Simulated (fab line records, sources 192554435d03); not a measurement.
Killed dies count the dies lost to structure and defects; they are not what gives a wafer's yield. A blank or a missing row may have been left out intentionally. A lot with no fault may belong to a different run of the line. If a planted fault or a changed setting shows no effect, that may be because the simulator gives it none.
Code-filled problem report in 8D (eight disciplines) form | flow n5-finfet | the parts of the form that need people (team, actions taken, sign-off) are left out

1. THE PROBLEM
At N5_BEOL_M7_COAT_64, spin-speed-rpm averages 1435.7 rpm over 6 wafers from 2 lots, while fault-free wafers read 1500.0 rpm, standard deviation 1. Measured from the usual mean, that is -64 standard deviations.
The step: time 60 s, resist thk 12 nm.
Earliest sighting: wafer L882.1 on litho-track-03 at day 10 18:38. At this step, 12 wafers from 4 lots have a number in the record. The rule behind "out" and "out of limits": a value lying over 4 standard deviations away from the usual mean. All remaining wafers that have a number are taken as sound.

2. WHAT IT IS AND WHAT IT IS NOT
question                    | is                     | is not
which readings at this step | spin-speed-rpm         | -
which lots                  | L882, L883             | L879, L891
which wafers of those lots  | all that have a number | -
read on which tools         | litho-track-03         | litho-track-04
when                        | from day 10 18:38      | up to then (3 sound wafers); but 3 sound wafers of L891 came after

3. SUSPECTS, AND WHAT RULES EACH OUT
Counting: a tool at any process step up to the reading remains a suspect when it ran all the lots that are out and ran no sound lot after the first of those.
- litho-track-03 at N5_BEOL_M7_COAT_64 (time 60 s, resist thk 12 nm): kept. All lots that are out passed through it, beginning with L882 at day 10 18:38, and no sound lot followed; its final sound lot before that point was L879 at day 9 14:53. On those wafers its own readings are out: spin-speed-rpm.
The count leaves litho-track-03 at N5_BEOL_M7_COAT_64.

4. THE CAUSE (what the simulator had put in)
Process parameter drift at N5_BEOL_M7_COAT_64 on litho-track-03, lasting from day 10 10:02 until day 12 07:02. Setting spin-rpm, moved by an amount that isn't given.
Only this tool survived the counting.

5. SEQUENCE OF EFFECTS, ordered by route
Each row: a reading whose mean over the struck wafers that have a number lies more than 3 standard deviations from the usual. Only readings whose record carries a usual standard deviation are examined. hours: median over the lots of the time between each lot's start at the first step of this table that gives one and its start at this step. sigmas: the change, counted in usual standard deviations.
hours | step               | reading        | usual      | on struck wafers | change | sigmas
0     | N5_BEOL_M7_COAT_64 | spin-speed-rpm | 1500.0 rpm | 1435.7           | -64.3  | -64
The process steps in it:
- N5_BEOL_M7_COAT_64: time 60 s, resist thk 12 nm.

6. WHAT WOULD HAVE CAUGHT IT SOONER
First out-of-limits reading in this record: day 10 18:38, which is 9 hours after fault onset at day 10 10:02.
